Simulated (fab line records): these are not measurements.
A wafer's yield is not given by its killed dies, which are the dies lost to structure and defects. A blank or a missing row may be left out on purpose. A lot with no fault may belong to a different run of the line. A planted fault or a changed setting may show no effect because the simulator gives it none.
Which tool is to blame?    flow nand_harc    24 lots with 72 wafers sampled at 3 steps, on a route of 1302 steps

## WHAT EACH GAUGE READ, for each wafer
NHARC_A_START_INSPECT_01. Usual: 3.5 for raw_defect_count, sd 1.7.
lot   measured      on                 raw_defect_count  flag
L074  day 6 16:50   defect_inspect-01  4 2 6             
L075  day 7 08:45   defect_inspect-01  5 2 4             
L076  day 7 16:11   defect_inspect-01  4 4 4             
L077  day 7 22:04   defect_inspect-02  1 5 4             
L078  day 8 07:30   defect_inspect-02  3 4 1             
L079  day 8 13:59   defect_inspect-02  3 7 4             
L080  day 9 05:26   defect_inspect-01  1 6 4             
L081  day 9 14:19   defect_inspect-01  1 1 1             
L082  day 10 06:44  defect_inspect-01  3 3 5             
L083  day 10 22:06  defect_inspect-02  5 3 5             
L084  day 10 22:45  defect_inspect-02  5 6 1             
L085  day 11 08:28  defect_inspect-02  2 5 1             
L086  day 11 14:46  defect_inspect-01  5 5 7             
L087  day 12 00:10  defect_inspect-01  1 1 6             
L089  day 12 19:05  defect_inspect-02  5 3 7             
L088  day 12 19:45  defect_inspect-02  3 3 2             
L090  day 13 12:46  defect_inspect-02  3 1 6             
L091  day 13 14:04  defect_inspect-01  5 4 2             
L092  day 14 02:29  defect_inspect-02  1 4 4             
L093  day 14 15:11  defect_inspect-02  6 3 1             
L095  day 15 10:19  defect_inspect-02  5 3 6             
L094  day 15 19:25  defect_inspect-02  5 6 4             
L096  day 16 01:50  defect_inspect-01  6 4 4             
L097  day 16 02:25  defect_inspect-02  4 5 2             

NHARC_A_ONON_D1_THK_MEAS_05: measures by ellipsometry. Usual: 997 nm for thk_nm, sd 8.
lot   measured      on             thk_nm (nm)     flag
L074  day 7 13:05   film_metro-02  1002 1001 1000  
L075  day 8 08:20   film_metro-01  985 984 986     
L076  day 8 16:20   film_metro-02  993 992 994     
L077  day 8 23:35   film_metro-01  989 990 990     
L078  day 9 08:04   film_metro-02  997 996 997     
L079  day 9 13:45   film_metro-02  1001 1001 1002  
L080  day 10 07:16  film_metro-02  1003 1002 1004  
L081  day 10 13:55  film_metro-02  1003 1002 1004  
L082  day 11 06:54  film_metro-02  1009 1010 1012  
L083  day 11 21:24  film_metro-01  1004 1004 1004  
L084  day 11 21:23  film_metro-02  999 1000 1001   
L085  day 12 10:22  film_metro-01  983 979 982     
L086  day 12 15:39  film_metro-02  994 993 995     
L087  day 13 00:04  film_metro-01  996 994 995     
L089  day 13 18:18  film_metro-01  989 989 988     
L088  day 13 18:19  film_metro-01  998 997 996     
L090  day 14 12:25  film_metro-02  1010 1009 1011  
L091  day 14 12:25  film_metro-02  1001 1001 1000  
L092  day 15 05:05  film_metro-02  981 983 981     
L093  day 15 15:13  film_metro-02  1001 1000 999   
L095  day 16 09:56  film_metro-01  993 990 989     
L094  day 16 19:17  film_metro-01  1005 1005 1004  
L096  day 17 05:02  film_metro-02  999 999 997     
L097  day 17 05:02  film_metro-01  1004 1004 1004  

## WHICH TOOL RAN EACH LOT (tool, then ch and the chambers of the sampled wafers, then the start)
lot   NHARC_A_ZERO_WELL_ETCH_19
L074  rie_diel-12 ch 2,3, day 6 17:55
L075  rie_diel-12 ch 0,1,3, day 7 09:50
L076  rie_diel-03 ch 1,2,3, day 7 17:11
L077  rie_diel-12 ch 0,1, day 7 23:13
L078  rie_diel-12 ch 0,1,3, day 8 08:35
L079  rie_diel-12 ch 0,1, day 8 14:57
L080  rie_diel-03 ch 0,3, day 9 06:31
L081  rie_diel-03 ch 0,2, day 9 15:16
L082  rie_diel-12 ch 0,1,2, day 10 07:49
L083  rie_diel-03 ch 0,1,2, day 10 23:03
L084  rie_diel-12 ch 0,1,3, day 10 23:50
L085  rie_diel-12 ch 0,1,2, day 11 09:34
L086  rie_diel-12 ch 0,1,2, day 11 15:44
L087  rie_diel-12 ch 1,2,3, day 12 01:16
L089  rie_diel-11 ch 0,1,2, day 12 20:10
L088  rie_diel-11 ch 0,1, day 12 20:50
L090  rie_diel-03 ch 2,3, day 13 13:43
L091  rie_diel-12 ch 0,1,3, day 13 15:10
L092  rie_diel-11 ch 0,1, day 14 04:03
L093  rie_diel-12 ch 1,2, day 14 16:16
L095  rie_diel-12 ch 0,1,2, day 15 11:24
L094  rie_diel-12 ch 2,3, day 15 20:31
L096  rie_diel-12 ch 1,2, day 16 02:47
L097  rie_diel-12 ch 0,1, day 16 03:30
- NHARC_A_ZERO_WELL_ETCH_19: etches the open film in N2/H2, target depth 80 nm, overetch 24 nm, time 87.88 s.

## AS READ BY THE TOOLS THEMSELVES (means over the sampled wafers that have a number; for cases with no such wafer, the mark the record gives instead)
NHARC_A_ZERO_WELL_ETCH_19. Usual: drypump_motor_current_A 5.9 A, standard deviation 0.36; oes_product_au 0.996 a.u., standard deviation 0.0083; rf_vpp_V 431.2 V, standard deviation 2.7; showerhead_plenum_p_Torr 2.07 Torr, standard deviation 0.095; throttle_valve_pct 14.173 %, standard deviation 0.0087.
lot   tool         drypump_motor_current_A (A)  oes_product_au (a.u.)  rf_vpp_V (V)  showerhead_plenum_p_Torr (Torr)  throttle_valve_pct (%)  flag
L074  rie_diel-12  6.0                          0.992                  431.1         2.07                             14.169                  
L075  rie_diel-12  5.8                          0.993                  433.0         2.11                             14.166                  
L076  rie_diel-03  6.2                          0.996                  431.8         2.10                             14.177                  
L077  rie_diel-12  5.8                          0.990                  431.2         2.04                             14.168                  
L078  rie_diel-12  5.8                          0.986                  433.0         2.11                             14.180                  
L079  rie_diel-12  5.9                          0.990                  430.7         2.04                             14.166                  
L080  rie_diel-03  5.7                          0.993                  432.6         2.09                             14.170                  
L081  rie_diel-03  5.5                          1.004                  430.4         2.05                             14.175                  
L082  rie_diel-12  6.0                          0.993                  431.2         2.05                             14.173                  
L083  rie_diel-03  5.8                          1.004                  431.2         2.07                             14.173                  
L084  rie_diel-12  5.8                          0.984                  432.9         2.11                             14.168                  
L085  rie_diel-12  6.1                          0.992                  431.1         2.05                             14.183                  
L086  rie_diel-12  6.1                          0.984                  430.5         2.05                             14.171                  
L087  rie_diel-12  5.8                          0.995                  431.7         2.06                             14.170                  
L089  rie_diel-11  5.6                          1.005                  426.8         1.93                             14.175                  
L088  rie_diel-11  5.6                          1.005                  427.9         1.96                             14.169                  
L090  rie_diel-03  6.3                          1.007                  431.6         2.08                             14.174                  
L091  rie_diel-12  5.8                          1.003                  432.5         2.11                             14.174                  
L092  rie_diel-11  5.4                          1.000                  427.4         1.93                             14.163                  
L093  rie_diel-12  6.0                          0.998                  429.1         1.99                             14.163                  
L095  rie_diel-12  6.0                          0.988                  431.0         2.05                             14.178                  
L094  rie_diel-12  5.7                          1.001                  433.0         2.13                             14.178                  
L096  rie_diel-12  6.0                          1.001                  429.2         1.99                             14.180                  
L097  rie_diel-12  5.9                          0.993                  430.8         2.04                             14.171                  

## THE ANSWER, worked out from the rows above alone
Rule: a lot is off if the mean of its wafers that have a number lies more than 3 standard deviations from the usual mean. Also off: a lot with no number at a reading for which 4 or more lots have one. The other lots that the step has rows for count as sound. After the gauges, taken in route order, come the tools' own readings; for these a lot's mean is taken, as printed above. At the first step where some lot is off, the reading lying furthest off is the one used; lots without a number count as furthest.
Across all readings shown, no lot is off: no conclusion can be drawn from this.

## WHAT THE SIMULATOR HAD PUT IN
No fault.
